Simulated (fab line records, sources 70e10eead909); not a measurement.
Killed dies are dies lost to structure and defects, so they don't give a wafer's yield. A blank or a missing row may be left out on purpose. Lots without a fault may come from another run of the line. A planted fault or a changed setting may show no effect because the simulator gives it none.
Which tool did it? | flow nand_harc | 12 lots, 36 wafers sampled, at 6 steps of a route of 1302

WHAT THE GAUGES READ, wafer by wafer
NHARC_A_BLC_CD_MEAS_19. Usual: cd_nm 99.9 nm, standard deviation 2.6.
lot  | measured     | on        | cd_nm (nm)       | flag
L365 | day 22 18:40 | cd_sem-03 | 97.2 101.4 98.2  |
L366 | day 23 03:41 | cd_sem-02 | 99.7 101.0 99.6  |
L374 | day 26 17:58 | cd_sem-02 | 101.2 99.7 99.1  |
L373 | day 27 00:46 | cd_sem-01 | 98.0 99.0 100.9  |
L379 | day 28 03:56 | cd_sem-02 | 101.2 95.9 100.3 |
L378 | day 28 05:37 | cd_sem-01 | 100.0 99.3 104.1 |
L380 | day 29 03:22 | cd_sem-01 | 98.0 101.8 102.7 |
L383 | day 30 11:28 | cd_sem-01 | 103.4 99.2 102.9 |
L384 | day 30 14:04 | cd_sem-03 | 100.7 100.9 98.1 |
L385 | day 31 07:20 | cd_sem-02 | 100.5 101.5 95.5 |
L386 | day 31 08:32 | cd_sem-02 | 99.4 96.3 98.2   |
L387 | day 31 20:38 | cd_sem-03 | 94.0 98.4 97.8   |

NHARC_A_M0_CD_MEAS_09: target cd 80 nm. Usual: cd_nm 80.2 nm, standard deviation 0.94.
lot  | measured     | on        | cd_nm (nm)     | flag
L365 | day 22 21:25 | cd_sem-01 | 81.3 80.6 80.5 |
L366 | day 23 06:34 | cd_sem-01 | 80.0 80.9 79.9 |
L374 | day 26 20:50 | cd_sem-02 | 77.6 77.2 78.9 |
L373 | day 27 03:32 | cd_sem-02 | 79.7 76.8 80.0 |
L379 | day 28 06:51 | cd_sem-03 | 81.8 80.3 78.9 |
L378 | day 28 08:30 | cd_sem-01 | 80.9 81.6 81.4 |
L380 | day 29 06:52 | cd_sem-03 | 79.7 79.3 78.1 |
L383 | day 30 14:16 | cd_sem-03 | 79.3 80.2 79.4 |
L384 | day 30 16:56 | cd_sem-01 | 81.2 82.6 83.0 |
L385 | day 31 10:16 | cd_sem-02 | 80.1 79.4 78.8 |
L386 | day 31 11:27 | cd_sem-02 | 80.3 80.4 80.0 |
L387 | day 31 23:23 | cd_sem-01 | 79.8 80.1 80.0 |

NHARC_END_SORT_01. Usual: defect_limited_yield 91.6 %, standard deviation 2.8; killed_at_array 52, standard deviation 19; killed_at_other 1.0, standard deviation 1.2; killed_at_periphery 4.1, standard deviation 2.8; killed_dies 57, standard deviation 19; killed_open 3.1, standard deviation 1.7; killed_short 2.5, standard deviation 1.5; sort_bin_2_pct 3.0 %, standard deviation 1.2; sort_bin_3_pct 0.6 %, standard deviation 0.36; sort_bin_4_pct 4.9 %, standard deviation 1.6; sort_n_pass 620, standard deviation 19; sort_rim_yield_pct 91 %, standard deviation 5; sort_yield_pct 91.6 %, standard deviation 2.8.
lot  | measured     | on        | defect_limited_yield (%) | killed_at_array | killed_at_other | killed_at_periphery | killed_dies | killed_open | killed_short | sort_bin_2_pct (%) | sort_bin_3_pct (%) | sort_bin_4_pct (%) | sort_n_pass | sort_rim_yield_pct (%) | sort_yield_pct (%) | flag
L373 | day 28 18:43 | prober-01 | 95.7 94.8 96.9           | 24 29 19        | 0 0 1           | 5 6 1               | 29 35 21    | 4 3 3       | 4 4 2        | 1.0 2.5 0.7        | 0.1 0.3 0.3        | 3.1 2.4 2.1        | 648 642 656 | 93 98 99               | 95.7 94.8 96.9     |
L384 | day 32 06:58 | prober-02 | 92.3 89.5 95.7           | 46 65 26        | 1 2 0           | 5 4 3               | 52 71 29    | 8 0 2       | 2 2 3        | 2.8 4.4 2.1        | 0.7 0.9 0.4        | 4.1 5.2 1.8        | 625 606 648 | 91 94 90               | 92.3 89.5 95.7     |

WHICH TOOL RAN EACH LOT (tool, then ch and the chambers of the sampled wafers, then the start)
lot  | NHARC_A_BLC_STRIP_21               | NHARC_A_BLC_PVD_32                      | NHARC_A_M0_DEVELOP_08
L365 | rie_diel-11 ch 0,1,2, day 22 18:52 | pvd_sputter-01, day 22 21:00 or earlier | litho_track-06 ch 0, day 22 21:00
L366 | rie_diel-11 ch 1,2, day 23 03:52   | pvd_sputter-01, day 23 06:00 or earlier | litho_track-04 ch 0, day 23 06:00
L374 | rie_diel-03 ch 0,2, day 26 18:09   | pvd_sputter-01, day 26 20:00 or earlier | litho_track-04 ch 0, day 26 20:00
L373 | rie_diel-11 ch 1,2,3, day 27 00:56 | pvd_sputter-01, day 27 03:00 or earlier | litho_track-04 ch 0, day 27 03:00
L379 | rie_diel-11 ch 0,1,2, day 28 04:08 | pvd_sputter-01, day 28 06:00 or earlier | litho_track-01 ch 0, day 28 06:00
L378 | rie_diel-03 ch 0,1,2, day 28 05:48 | pvd_sputter-01, day 28 08:00 or earlier | litho_track-06 ch 0, day 28 08:00
L380 | rie_diel-03 ch 0,3, day 29 03:33   | pvd_sputter-02, day 29 06:00 or earlier | litho_track-01 ch 0, day 29 06:00
L383 | rie_diel-04 ch 0,2,3, day 30 11:39 | pvd_sputter-01, day 30 14:00 or earlier | litho_track-04 ch 0, day 30 14:00
L384 | rie_diel-03 ch 0,2, day 30 14:15   | pvd_sputter-02, day 30 16:00 or earlier | litho_track-06 ch 0, day 30 16:00
L385 | rie_diel-11 ch 0,1,2, day 31 07:32 | pvd_sputter-01, day 31 10:00 or earlier | litho_track-01 ch 0, day 31 10:00
L386 | rie_diel-11 ch 0,1, day 31 08:45   | pvd_sputter-03, day 31 11:00 or earlier | litho_track-06 ch 0, day 31 11:00
L387 | rie_diel-04 ch 0,1,3, day 31 20:50 | pvd_sputter-02, day 31 23:00 or earlier | litho_track-06 ch 0, day 31 23:00
- NHARC_A_BLC_STRIP_21: strips in O2.
- NHARC_A_BLC_PVD_32: deposits Ti, target thk 5 nm, time 17.7 s.
- NHARC_A_M0_DEVELOP_08: develop time 35 s.

WHAT THE TOOLS THEMSELVES READ (means of the sampled wafers that have a number; where no wafer has one, the mark that the record gives instead)
NHARC_A_BLC_STRIP_21. Usual: drypump_motor_current_A 5.6 A, standard deviation 0.38; oes_product_au 0.996 a.u., standard deviation 0.012; rf_vpp_V 57.5 V, standard deviation 0.79; showerhead_plenum_p_Torr 3.46 Torr, standard deviation 0.11; throttle_valve_pct 17.037 %, standard deviation 0.0087.
lot  | tool        | drypump_motor_current_A (A) | oes_product_au (a.u.) | rf_vpp_V (V) | showerhead_plenum_p_Torr (Torr) | throttle_valve_pct (%) | flag
L365 | rie_diel-11 | 5.5                         | 1.004                 | 56.7         | 3.44                            | 17.039                 |
L366 | rie_diel-11 | 5.4                         | 1.009                 | 57.5         | 3.50                            | 17.040                 |
L374 | rie_diel-03 | 5.5                         | 0.972                 | 57.0         | 3.38                            | 17.038                 |
L373 | rie_diel-11 | 5.7                         | 1.002                 | 58.3         | 3.53                            | 17.028                 |
L379 | rie_diel-11 | 5.5                         | 1.010                 | 57.8         | 3.43                            | 17.043                 |
L378 | rie_diel-03 | 5.5                         | 0.978                 | 57.4         | 3.48                            | 17.031                 |
L380 | rie_diel-03 | 6.0                         | 0.979                 | 57.4         | 3.33                            | 17.039                 |
L383 | rie_diel-04 | 5.9                         | 1.016                 | 58.0         | 3.53                            | 17.031                 |
L384 | rie_diel-03 | 5.3                         | 0.993                 | 57.4         | 3.40                            | 17.040                 |
L385 | rie_diel-11 | 5.4                         | 1.007                 | 57.5         | 3.43                            | 17.039                 |
L386 | rie_diel-11 | 5.3                         | 1.000                 | 57.6         | 3.45                            | 17.040                 |
L387 | rie_diel-04 | 5.7                         | 1.003                 | 56.8         | 3.49                            | 17.042                 |

NHARC_A_BLC_PVD_32. Usual: throttle_valve_pct 30.2 %, standard deviation 0.87.
lot  | tool           | throttle_valve_pct (%) | flag
L365 | pvd_sputter-01 | 30.3                   |
L366 | pvd_sputter-01 | 30.1                   |
L374 | pvd_sputter-01 | 30.0                   |
L373 | pvd_sputter-01 | 30.2                   |
L379 | pvd_sputter-01 | 30.1                   |
L378 | pvd_sputter-01 | 30.9                   |
L380 | pvd_sputter-02 | 29.4                   |
L383 | pvd_sputter-01 | 30.6                   |
L384 | pvd_sputter-02 | 29.4                   |
L385 | pvd_sputter-01 | 30.4                   |
L386 | pvd_sputter-03 | 30.6                   |
L387 | pvd_sputter-02 | 29.4                   |

THE ANSWER, worked out from the rows above alone
Rule: a lot is off if the mean of its wafers that have a number lies more than 3 standard deviations from the usual mean. A lot without any number at a reading at which 4 lots or more have one is off too. The other lots that the step has rows for count as sound. The gauges are gone through in route order, then the tools' own readings, and for those a lot's mean is taken as printed above. The first step at which some lot is off is used, and at that step the reading that is off furthest; a lot without a number counts as furthest.
No lot is off at any reading shown: from this, nothing can be told.

WHAT THE SIMULATOR HAD PUT IN
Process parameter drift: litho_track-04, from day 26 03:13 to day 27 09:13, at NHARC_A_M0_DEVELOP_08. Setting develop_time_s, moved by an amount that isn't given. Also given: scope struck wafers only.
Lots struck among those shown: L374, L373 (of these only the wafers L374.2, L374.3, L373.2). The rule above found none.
